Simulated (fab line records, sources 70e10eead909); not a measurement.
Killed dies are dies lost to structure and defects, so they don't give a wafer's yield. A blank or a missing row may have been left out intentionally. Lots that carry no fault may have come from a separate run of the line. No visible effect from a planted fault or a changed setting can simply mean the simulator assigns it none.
Matching of chambers || flow nand-harc || rie-diel-04 running NHARC_P_ZERO_WELL_DESCUM_39: 4 sister chambers
The step chemistry O2, time 3 s. 6 wafers are shown with their chamber, then 7 later ones without.

WAFERS, EACH WITH ITS CHAMBER
{"wafer": "L337.1", "chamber": 0, "rf-vpp-V (V)": 56.4, "o2-flow-sccm (sccm)": 200.5}
{"wafer": "L337.5", "chamber": 2, "rf-vpp-V (V)": 56.6, "o2-flow-sccm (sccm)": 200.0}
{"wafer": "L343.1", "chamber": 1, "rf-vpp-V (V)": 58.6, "o2-flow-sccm (sccm)": 199.7}
{"wafer": "L343.5", "chamber": 3, "rf-vpp-V (V)": 57.0, "o2-flow-sccm (sccm)": 199.9}
{"wafer": "L350.1", "chamber": 1, "rf-vpp-V (V)": 57.8, "o2-flow-sccm (sccm)": 200.4}
{"wafer": "L350.2", "chamber": 3, "rf-vpp-V (V)": 58.8, "o2-flow-sccm (sccm)": 199.8}

WAFERS WHOSE CHAMBER IS MISSING
{"wafer": "L350.4", "rf-vpp-V (V)": 56.2, "o2-flow-sccm (sccm)": 200.2}
{"wafer": "L352.1", "rf-vpp-V (V)": 58.4, "o2-flow-sccm (sccm)": 199.6}
{"wafer": "L352.3", "rf-vpp-V (V)": 56.9, "o2-flow-sccm (sccm)": 199.9}
{"wafer": "L352.4", "rf-vpp-V (V)": 57.7, "o2-flow-sccm (sccm)": 199.5}
{"wafer": "L353.4", "rf-vpp-V (V)": 56.8, "o2-flow-sccm (sccm)": 199.0}
{"wafer": "L353.5", "rf-vpp-V (V)": 59.3, "o2-flow-sccm (sccm)": 200.1}
{"wafer": "L353.6", "rf-vpp-V (V)": 57.7, "o2-flow-sccm (sccm)": 199.7}

WHICH CHAMBER EACH WENT THROUGH
{"wafer": "L350.4", "from the rows above": "can't be placed: 2 or 0 or 3 or 1", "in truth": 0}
{"wafer": "L352.1", "from the rows above": "can't be placed: 3 or 1 or 2", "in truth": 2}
{"wafer": "L352.3", "from the rows above": "can't be placed: 2 or 3 or 1 or 0", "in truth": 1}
{"wafer": "L352.4", "from the rows above": "can't be placed: 3 or 1 or 2", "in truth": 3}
{"wafer": "L353.4", "from the rows above": "can't be placed: 3 or 2 or 1 or 0", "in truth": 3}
{"wafer": "L353.5", "from the rows above": "can't be placed: 1 or 3 or 2", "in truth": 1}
{"wafer": "L353.6", "from the rows above": "can't be placed: 3 or 1 or 2", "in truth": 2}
Placed correctly: 0 of 7. These rows do not allow placing 7 (true chamber among the candidates in 7). Placed wrongly: 0.
How it was worked out, from the rows above alone: a wafer's distance from a chamber is the root of the sum, over the readings, of the square of ((its reading less the chamber's mean) divided by the reading's scatter). The wafer belongs to the nearest chamber; if the next one is less than 2 further off, it can't be placed. For every chamber, the mean is computed from those of its wafers that are shown. How the scatter is found: for the shown wafers, subtract from each reading the mean of its chamber, square and add these, divide the total by (wafers less chambers), then take the root.
